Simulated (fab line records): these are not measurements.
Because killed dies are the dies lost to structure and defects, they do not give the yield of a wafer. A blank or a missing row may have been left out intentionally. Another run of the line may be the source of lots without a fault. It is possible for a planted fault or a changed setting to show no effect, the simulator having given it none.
fab line records    flow n5Finfet
[record] lots = 7  wafers = 39
route steps=1938 shown ZERO_LAYER@16 FIN_SAQP@120 STI_FIN_REVEAL@190 GATE_CUT@510
startH: hours from the record's opening day to when the first of the lot's shown wafers began    waitH: hours since the lot's step before    " as in the row above    L1.1+2: a single row standing in for several wafers    - either no value or no given start    * or withheld: withheld    < > ~ a bound
route shown NAME@n: a module of which the file shows steps, and the number in the route of the first    usual: mean/standard deviation taken from wafers without a fault    same: alike in all rows    chamber/n: place in a boat    sites: readings site by site    _std_site: standard deviation of those values    _edge_site: outer sites' mean less inner sites'    radiusMm: for every site, how far away it sits from the centre of the wafer    mask NAME#n: copy n    behind: the tool/chamber that last shaped the wafer    hold: why the lot was held/for how many hours/how that ended    device: whichever transistor did not switch (one of n, p or np)    end of line: at the end of the route, the tests of the same wafers    a step without rows: its recipe alone    killed: the dies lost at the first sort to structure and to defects; this is not the yield of the wafer    map: a wafer's dies, x killed, . not, _ none there
set.NAME: setting as actually run; set.NAME@STEP: the setting as run at that earlier step    model.NAME: the simulator's own value behind a step, which no gauge read
lots run with intentionally changed settings; tables by step, rows by wafer
[[steps]]
[step N5_ZERO_LAYER_ETCH_18]
[recipe] chemistry = HBr/Cl2  target = Si  targetDepthA = 1200  timeS = 40  pressureMtorr = 10  icpW = 800  biasW = 75  HBr_flow_sccm = 150  Cl2_flow_sccm = 80
lot.wafer  tool      chamber  startH  waitH  set.targetDepthA  model.ZERO_LAYER.featureDepthNm  model.etch.depthNm  model.coat_of_ZERO_LAYER_COAT_05.thkNm
L075.1     rieSi-05  0        18.94   0.0    1200              124.6                            124.6               932.2
L075.2     "         1        "       "      1200              117.7                            117.7               930.7
L075.3     "         3        "       "      769.8             75.84                            75.84               949.3
L075.4     "         2        "       "      769.8             74.92                            74.92               945.1
L075.5     "         0        "       "      769.8             80.75                            80.75               944.2
L075.6     "         3        "       "      1200              118.1                            118.1               931.7
L076.2     rieSi-01  2        24.94   0.0    1200              116.7                            116.7               934.1
L076.4     "         1        "       "      1200              120.5                            120.5               937
L076.5     "         2        "       "      1200              116.5                            116.5               935.3
L082.1     rieSi-05  3        61.33   0.0    1200              118.8                            118.8               932.3
L082.2     "         1        "       "      642               63.62                            63.62               949.5
L082.3     "         0        "       "      1200              126.4                            126.4               926.2
L082.4     "         2        "       "      642               62.21                            62.21               949.8
L082.5     "         1        "       "      642               63.94                            63.94               946
L082.6     "         0        "       "      1200              127.3                            127.3               926.5
L091.1     rieSi-01  3        114.81  0.0    1635              166.5                            166.5               916.4
L091.2     "         2        "       "      1635              161.6                            161.6               922.4
L091.3     "         0        "       "      1200              119.8                            119.8               927.5
L091.4     "         1        "       "      1635              169.7                            169.7               914.7
L091.5     "         2        "       "      1200              118.5                            118.5               929.3
L091.6     "         3        "       "      1200              121                              121                 932.7
L093.1     rieSi-05  1        126.81  0.0    1759              172.5                            172.5               917.4
L093.2     "         2        "       "      1200              117.2                            117.2               935.1
L093.3     "         0        "       "      1200              125.4                            125.4               932.8
L093.4     "         3        "       "      1759              172.8                            172.8               916.7
L093.5     "         0        "       "      1200              127.3                            127.3               928.6
L093.6     "         1        "       "      1759              172.2                            172.2               919.3
L094.1     rieSi-03  1        132.85  0.0    1200              119.2                            119.2               929.5
L094.2     "         0        "       "      1200              122                              122                 931.1
L094.3     "         2        "       "      1200              119.2                            119.2               931.6
L094.4     "         3        "       "      1486              147.2                            147.2               922.3
L094.5     "         3        "       "      1486              147.4                            147.4               925.6
L094.6     "         2        "       "      1486              147.8                            147.8               923
L096.1     rieSi-05  1        144.92  0.0    1200              116.9                            116.9               929.6
L096.2     "         3        "       "      1200              118.5                            118.5               928.3
L096.3     "         0        "       "      1200              126.7                            126.7               926.5
L096.4     "         2        "       "      1200              116.7                            116.7               928.6
L096.5     "         1        "       "      1200              117.2                            117.2               930.6
L096.6     "         2        "       "      1200              115.3                            115.3               924.6
[step N5_ZERO_LAYER_STRIP_24]
[recipe] chemistry = O2  powerW = 1000  tempC = 250  overashFraction = 0.3  pressureMtorr = 1000  o2FlowSccm = 6750
[usual] stripTimeToEndpointS = 43.86/0.09
lot.wafer  tool            chamber  startH  waitH  set.targetDepthA@ZERO_LAYER_ETCH_18  stripTimeToEndpointS
L075.1     plasmaAsher-02  0        19.05   0.1    1200                                 43.89
L075.2     "               1        "       "      1200                                 43.85
L075.3     "               0        "       "      769.8                                44.41
L075.4     "               1        "       "      769.8                                44.28
L075.5     "               0        "       "      769.8                                44.28
L075.6     "               1        "       "      1200                                 43.88
L076.2     plasmaAsher-02  1        25.05   0.1    1200                                 43.96
L076.4     "               1        "       "      1200                                 44.03
L076.5     "               1        "       "      1200                                 43.99
L082.1     plasmaAsher-01  1        61.43   0.1    1200                                 43.91
L082.2     "               0        "       "      642                                  44.43
L082.3     "               1        "       "      1200                                 43.71
L082.4     "               0        "       "      642                                  44.43
L082.5     "               0        "       "      642                                  44.30
L082.6     "               1        "       "      1200                                 43.73
L091.1     plasmaAsher-01  1        114.92  0.1    1635                                 43.42
L091.2     "               0        "       "      1635                                 43.60
L091.3     "               1        "       "      1200                                 43.77
L091.4     "               0        "       "      1635                                 43.37
L091.5     "               0        "       "      1200                                 43.81
L091.6     "               1        "       "      1200                                 43.91
L093.1     plasmaAsher-01  0        126.92  0.1    1759                                 43.44
L093.2     "               1        "       "      1200                                 43.98
L093.3     "               1        "       "      1200                                 43.92
L093.4     "               0        "       "      1759                                 43.45
L093.5     "               0        "       "      1200                                 43.78
L093.6     "               1        "       "      1759                                 43.51
L094.1     plasmaAsher-02  0        132.96  0.1    1200                                 43.82
L094.2     "               1        "       "      1200                                 43.86
L094.3     "               0        "       "      1200                                 43.88
L094.4     "               1        "       "      1486                                 43.60
L094.5     "               0        "       "      1486                                 43.70
L094.6     "               1        "       "      1486                                 43.63
L096.1     plasmaAsher-02  1        145.03  0.1    1200                                 43.81
L096.2     "               0        "       "      1200                                 43.77
L096.3     "               1        "       "      1200                                 43.73
L096.4     "               0        "       "      1200                                 43.79
L096.5     "               1        "       "      1200                                 43.84
L096.6     "               0        "       "      1200                                 43.68
[step N5_FIN_SAQP_MANDREL_ETCH_22]
[recipe] targetDepthA = 600  chemistry = HBr/Cl2  target = a-Si  stopOn = SiNx  btTimeS = 10  overEtchFrac = 0.5  timeS = 30  pressureMtorr = 10  icpW = 800  biasW = 75  HBr_flow_sccm = 150  Cl2_flow_sccm = 80  ends = endPoint
[usual] oesProductAu = 0.765/0.012
lot.wafer  tool      chamber  startH  waitH  set.targetDepthA  oesProductAu  model.SiNx_of_FIN_SAQP_PECVD_48.thkNm  model.SOC_of_FIN_SAQP_COAT_49.thkNm
L075.1     rieSi-01  3        28.07   0.0    600               0.759         24.74                                  75.91
L075.2     "         1        "       "      600               0.763         24.7                                   75.43
L075.3     "         2        "       "      600               0.779         25.56                                  76.5
L075.4     "         0        "       "      600               0.765         25.41                                  76
L075.5     "         3        "       "      600               0.762         25.45                                  75.54
L075.6     "         0        "       "      600               0.766         25.41                                  76.05
L076.2     rieSi-05  0        35.13   0.0    600               0.749         24.49                                  74.46
L076.4     "         3        "       "      600               0.755         24.91                                  76.13
L076.5     "         1        "       "      600               0.790         24.22                                  76.52
L082.1     rieSi-05  1        71.08   0.0    505               0.874         24.6                                   80.05
L082.2     "         3        "       "      600               0.763         25                                     75.59
L082.3     "         0        "       "      505               0.828         24.82                                  78.1
L082.4     "         2        "       "      505               0.875         25.29                                  79.87
L082.5     "         0        "       "      600               0.754         24.99                                  74.1
L082.6     "         1        "       "      600               0.777         25.08                                  76.14
L091.1     rieSi-01  1        125.92  0.0    724.6             0.669         22.1                                   70.05
L091.2     "         3        "       "      724.6             0.674         22.02                                  71.21
L091.3     "         2        "       "      724.6             0.681         22.35                                  71.91
L091.4     "         0        "       "      600               0.765         25.55                                  76.75
L091.5     "         2        "       "      600               0.773         24.82                                  76.61
L091.6     "         3        "       "      600               0.766         24.83                                  76.47
L093.1     rieSi-01  1        136.16  0.0    493.9             0.868         24.37                                  79.29
L093.2     "         0        "       "      493.9             0.867         24.87                                  80.18
L093.3     "         3        "       "      600               0.763         24.24                                  75.58
L093.4     "         2        "       "      600               0.781         24.89                                  76.22
L093.5     "         3        "       "      493.9             0.879         24.74                                  79.48
L093.6     "         0        "       "      600               0.769         25.11                                  76.04
L094.1     rieSi-01  2        142.07  0.0    600               0.757         24.92                                  75.7
L094.2     "         1        "       "      600               0.765         24.57                                  74.43
L094.3     "         3        "       "      881.4             0.617         18.82                                  63.84
L094.4     "         0        "       "      881.4             0.630         19.37                                  64.54
L094.5     "         0        "       "      600               0.761         25.66                                  75.73
L094.6     "         1        "       "      881.4             0.618         18.73                                  62.57
L096.1     rieSi-03  3        155.18  0.0    600               0.769         24.13                                  75.82
L096.2     "         2        "       "      710               0.707         22.74                                  72.23
L096.3     "         0        "       "      600               0.752         24.96                                  75.24
L096.4     "         1        "       "      710               0.683         23.19                                  71.84
L096.5     "         1        "       "      600               0.770         25.38                                  76.3
L096.6     "         2        "       "      710               0.710         22.22                                  71.45
[step N5_FIN_SAQP_STRIP_55]
[recipe] chemistry = N2/H2  powerW = 500  tempC = 40  pressureMtorr = 50  rfFrequencyHz = 6e+07  overashFraction = 0.3  biasPowerW = 28  h2Frac = 0.5  n2FlowSccm = 300  h2FlowSccm = 300
[step N5_FIN_SAQP_STRIP_23]
[recipe] chemistry = SPM  timeS = 750  tempC = 130  h2so4H2o2VolRatio = 4
[step N5_FIN_SAQP_MANDREL1_REMOVE_56]
[recipe] chemistry = HBr/Cl2/O2  btTimeS = 10  target = a-Si  stopOn = SiNx  endpoint = OES-SiCl  overEtchFrac = 1  icpW = 600  biasW = 22  HBr_flow_sccm = 150  Cl2_flow_sccm = 80  O2_flow_sccm = 5  pressureMtorr = 10
[step N5_FIN_SAQP_ETCH_57]
[recipe] chemistry = CH3F/O2  target = SiNx  maskMaterial = SiO2  targetDepthA = 325  timeS = 46.4  pressureMtorr = 30  sourceW = 395  biasW = 73  Ar_flow_sccm = 150  CH3F_flow_sccm = 30  O2_flow_sccm = 20  ionEnergyEv = 120  ends = cleared
lot.wafer  tool        chamber  startH  waitH  set.targetDepthA@FIN_SAQP_MANDREL_ETCH_22  model.etch.depthNm
L075.1     rieDiel-05  1        29.86   0.0    600                                        24.74
L075.2     "           3        "       "      600                                        24.7
L075.3     "           2        "       "      600                                        25.56
L075.4+6   "           0        "       "      600                                        25.41
L075.5     "           1        "       "      600                                        25.45
L076.2     rieDiel-06  0        36.93   0.1    600                                        24.49
L076.4     "           1        "       "      600                                        24.91
L076.5     "           0        "       "      600                                        24.22
L082.1     rieDiel-03  1        73.06   0.0    505                                        24.6
L082.2     "           0        "       "      600                                        25
L082.3     "           3        "       "      505                                        24.82
L082.4     "           1        "       "      505                                        25.29
L082.5     "           3        "       "      600                                        24.99
L082.6     "           0        "       "      600                                        25.08
L091.1     rieDiel-05  2        127.97  0.1    724.6                                      22.1
L091.2     "           0        "       "      724.6                                      22.02
L091.3     "           1        "       "      724.6                                      22.35
L091.4     "           3        "       "      600                                        25.55
L091.5     "           1        "       "      600                                        24.82
L091.6     "           0        "       "      600                                        24.83
L093.1     rieDiel-05  3        138.03  0.0    493.9                                      24.37
L093.2     "           0        "       "      493.9                                      24.87
L093.3     "           1        "       "      600                                        24.24
L093.4     "           2        "       "      600                                        24.89
L093.5     "           0        "       "      493.9                                      24.74
L093.6     "           3        "       "      600                                        25.11
L094.1     rieDiel-03  3        143.90  0.0    600                                        24.92
L094.2     "           2        "       "      600                                        24.57
L094.3     "           0        "       "      881.4                                      18.82
L094.4     "           3        "       "      881.4                                      19.37
L094.5     "           0        "       "      600                                        25.66
L094.6     "           2        "       "      881.4                                      18.73
L096.1     rieDiel-03  3        157.37  0.0    600                                        24.13
L096.2     "           1        "       "      710                                        22.74
L096.3     "           2        "       "      600                                        24.96
L096.4     "           2        "       "      710                                        23.19
L096.5     "           3        "       "      600                                        25.38
L096.6     "           1        "       "      710                                        22.22
[step N5_STI_FIN_REVEAL_ETCHBACK_08]
[recipe] chemistry = C4F6/O2  target = SiO2  targetDepthA = 305  timeS = 10.167  ionEnergyEv = 250  pressureMtorr = 30  sourceW = 345  biasW = 185  Ar_flow_sccm = 300  C4F6_flow_sccm = 10  O2_flow_sccm = 10
lot.wafer         tool        chamber      startH  waitH  set.targetDepthA
L075.1+2+5        rieDiel-05  0,2,3        39.41   0.2    481.6
L075.3+4+6        "           3,1,2        "       "      305
L076.2+4+5        rieDiel-03  0,2,3        46.57   0.2    305
L082.1+2+3+4+5+6  rieDiel-06  0,2,3,1,1,2  82.54   0.3    305
L091.1+3+6        rieDiel-06  3,0,0        137.75  0.3    141.4
L091.2+4+5        "           2,1,3        "       "      305
L093.1+2+3+4+5+6  rieDiel-06  2,0,1,3,2,1  147.44  0.3    305
L094.1+4+6        rieDiel-03  1,3,2        153.51  0.2    305
L094.2+3+5        "           2,3,1        "       "      249.2
L096.1+2+3+4+5+6  rieDiel-06  2,1,0,3,1,0  166.94  0.2    305
[step N5_STI_FIN_REVEAL_STRIP_24]
[recipe] chemistry = N2/H2  timeS = 90  powerW = 100  tempC = 40  pressureMtorr = 100  rfFrequencyHz = 6e+07  biasPowerW = 3  n2FlowSccm = 300  h2FlowSccm = 300
[step N5_STI_FIN_REVEAL_PRECLEAN_25]
[recipe] chemistry = SPM  timeS = 90  tempC = 120  mix = 4:1
[step N5_STI_FIN_REVEAL_SRD_23]
[recipe] dry = ipaMarangoni  timeS = 30  tempC = 23  rinseLiquid = diw
[step N5_STI_FIN_REVEAL_FIN_H_MEAS_10]
[usual] trenchDepthNm = 51.7/0.8
lot.wafer  tool    chamber  startH  waitH  set.targetDepthA@STI_FIN_REVEAL_ETCHBACK_08  trenchDepthNm
L075.1     ocd-02  -        42.37   0.0    481.6                                        69.0
L075.2     "       -        "       "      481.6                                        70.9
L075.3     "       -        "       "      305                                          50.5
L075.4     "       -        "       "      305                                          51.1
L075.5     "       -        "       "      481.6                                        67.9
L075.6     "       -        "       "      305                                          52.4
L076.2     ocd-01  -        49.64   0.0    305                                          52.1
L076.4     "       -        "       "      305                                          52.0
L076.5     "       -        "       "      305                                          52.2
L082.1     ocd-01  -        85.66   0.0    305                                          52.4
L082.2     "       -        "       "      305                                          52.2
L082.3     "       -        "       "      305                                          51.2
L082.4     "       -        "       "      305                                          51.1
L082.5     "       -        "       "      305                                          52.0
L082.6     "       -        "       "      305                                          52.2
L091.1     ocd-02  -        140.75  0.0    141.4                                        34.9
L091.2     "       -        "       "      305                                          51.4
L091.3     "       -        "       "      141.4                                        35.2
L091.4     "       -        "       "      305                                          50.0
L091.5     "       -        "       "      305                                          51.3
L091.6     "       -        "       "      141.4                                        35.2
L093.1     ocd-01  -        150.40  0.0    305                                          52.5
L093.2     "       -        "       "      305                                          52.4
L093.3     "       -        "       "      305                                          51.0
L093.4     "       -        "       "      305                                          52.4
L093.5     "       -        "       "      305                                          51.7
L093.6     "       -        "       "      305                                          51.0
L094.1     ocd-02  -        156.54  0.0    305                                          52.6
L094.2     "       -        "       "      249.2                                        47.0
L094.3     "       -        "       "      249.2                                        44.8
L094.4     "       -        "       "      305                                          51.0
L094.5     "       -        "       "      249.2                                        46.7
L094.6     "       -        "       "      305                                          52.2
L096.1     ocd-02  -        169.89  0.0    305                                          51.5
L096.2     "       -        "       "      305                                          50.1
L096.3     "       -        "       "      305                                          51.7
L096.4     "       -        "       "      305                                          51.4
L096.5     "       -        "       "      305                                          50.0
L096.6     "       -        "       "      305                                          52.1
[step N5_GATE_CUT_ALD_22]
[recipe] material = SiNx  targetThkA = 160  tempC = 400  aldPrecursorFamily = SiH2I2  aldCoReactant = N2/H2-plasma  pulseTimeS = 1  aldCycles = 320  purgeTimeS = 2  coReactantPurgeTimeS = 2  pressureTorr = 2
lot.wafer     tool       chamber  startH  waitH  set.aldCycles  model.SiNx_of_GATE_CUT_ALD_22.thkNm
L075.1+6      aldSin-03  0        91.07   0.0    320            16.2
L075.2+3      "          1,3      "       "      494            24.8
L075.4        "          2        "       "      494            24.6
L075.5        "          1        "       "      320            16
L076.2        aldSin-04  3        96.82   0.0    320            16.2
L076.4+5      "          2,1      "       "      320            16
L082.1        aldSin-03  3        139.51  0.3    176            9
L082.2+6      "          2        "       "      176            8.8
L082.3        "          0        "       "      320            16.2
L082.4+5      "          1,3      "       "      320            16
L091.1        aldSin-01  0        189.69  0.1    320            15.8
L091.2+6      "          1,0      "       "      320            16
L091.3+4+5    "          2,3,1    "       "      162            8.2
L093.1+2+6    aldSin-03  1,0,1    199.66  0.0    320            16
L093.3+4+5    "          2,3,2    "       "      445            22.2
L094.1+3+4    aldSin-03  1,0,2    205.08  0.0    134            6.6
L094.2+5+6    "          2,1,0    "       "      320            16
L096.1+6      aldSin-04  2,1      216.15  0.0    320            16.2
L096.2+3+4+5  "          3,1,0,0  "       "      320            16
[step N5_GATE_CUT_CMP_23]
[recipe] stopOn = SiO2  tOverpolishS = 23.4  postCmpClean = alkalineBrush  downForcePsi = 2.5  platenRpm = 51.8  padVelocityMS = 1.0307  targetThkNm = 16
lot.wafer     tool    chamber  startH  waitH  set.aldCycles@GATE_CUT_ALD_22  model.SiNx_of_GATE_CUT_ALD_22.thkNm
L075.1+6      cmp-04  1        92.56   0.8    320                            16.2
L075.4        "       2        "       "      494                            16.6
L075.2        "       3        "       "      494                            15.2
L075.3        "       0        "       "      494                            17.2
L075.5        "       2        "       "      320                            16
L076.4+5      cmp-03  1        98.31   0.0    320                            16
L076.2        "       3        "       "      320                            16.2
L082.3        cmp-01  1        141.00  0.8    320                            16.2
L082.1        "       2        "       "      176                            9
L082.2+6      "       3,1      "       "      176                            8.8
L082.4+5      "       0,2      "       "      320                            16
L091.1        cmp-03  2        191.18  0.8    320                            15.8
L091.3+4+5    "       3,1,2    "       "      162                            8.2
L091.2+6      "       0,3      "       "      320                            16
L093.3        cmp-04  2        201.15  0.8    445                            18
L093.4        "       3        "       "      445                            15.2
L093.1+2+6    "       0,1,3    "       "      320                            16
L093.5        "       2        "       "      445                            17
L094.2+6+5    cmp-01  2,2,3    206.57  0.8    320                            16
L094.3+4+1    "       3,0,1    "       "      134                            6.6
L096.2+3+4+5  cmp-03  3,0,1,0  217.65  0.8    320                            16
L096.1+6      "       2,3      "       "      320                            16.2
[[key]]
[split] step = N5_ZERO_LAYER_ETCH_18  setting = targetDepthA  stated = 1200  by = wafer
[response] step = N5_ZERO_LAYER_ETCH_18  reading = model.ZERO_LAYER.featureDepthNm  change = +1.2  per = 1%  r = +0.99
[response] step = N5_ZERO_LAYER_ETCH_18  reading = model.etch.depthNm  change = +1.2  per = 1%  r = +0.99
[response] step = N5_ZERO_LAYER_ETCH_18  reading = model.coat_of_ZERO_LAYER_COAT_05.thkNm  change = -0.365  per = 1%  r = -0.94
[response] step = N5_ZERO_LAYER_STRIP_24  reading = stripTimeToEndpointS  change = *  per = 1%  r = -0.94
[split] step = N5_FIN_SAQP_MANDREL_ETCH_22  setting = targetDepthA  stated = 600  by = wafer
[response] step = N5_FIN_SAQP_MANDREL_ETCH_22  reading = oesProductAu  change = -0.00365  per = 1%  r = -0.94
[response] step = N5_FIN_SAQP_MANDREL_ETCH_22  reading = model.SiNx_of_FIN_SAQP_PECVD_48.thkNm  change = -0.108  per = 1%  r = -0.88
[response] step = N5_FIN_SAQP_MANDREL_ETCH_22  reading = model.SOC_of_FIN_SAQP_COAT_49.thkNm  change = -0.244  per = 1%  r = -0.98
[response] step = N5_FIN_SAQP_ETCH_57  reading = model.etch.depthNm  change = -0.108  per = 1%  r = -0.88
[split] step = N5_STI_FIN_REVEAL_ETCHBACK_08  setting = targetDepthA  stated = 305  by = wafer
[response] step = N5_STI_FIN_REVEAL_FIN_H_MEAS_10  reading = trenchDepthNm  change = +0.303  per = 1%  r = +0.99
[split] step = N5_GATE_CUT_ALD_22  setting = aldCycles  stated = 320  by = wafer
[response] step = N5_GATE_CUT_ALD_22  reading = model.SiNx_of_GATE_CUT_ALD_22.thkNm  change = +0.159  per = 1%  r = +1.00
[response] step = N5_GATE_CUT_CMP_23  reading = model.SiNx_of_GATE_CUT_ALD_22.thkNm  shape = bent  atLowest = 6.6  atStated = 16.04  atHighest = 16.33
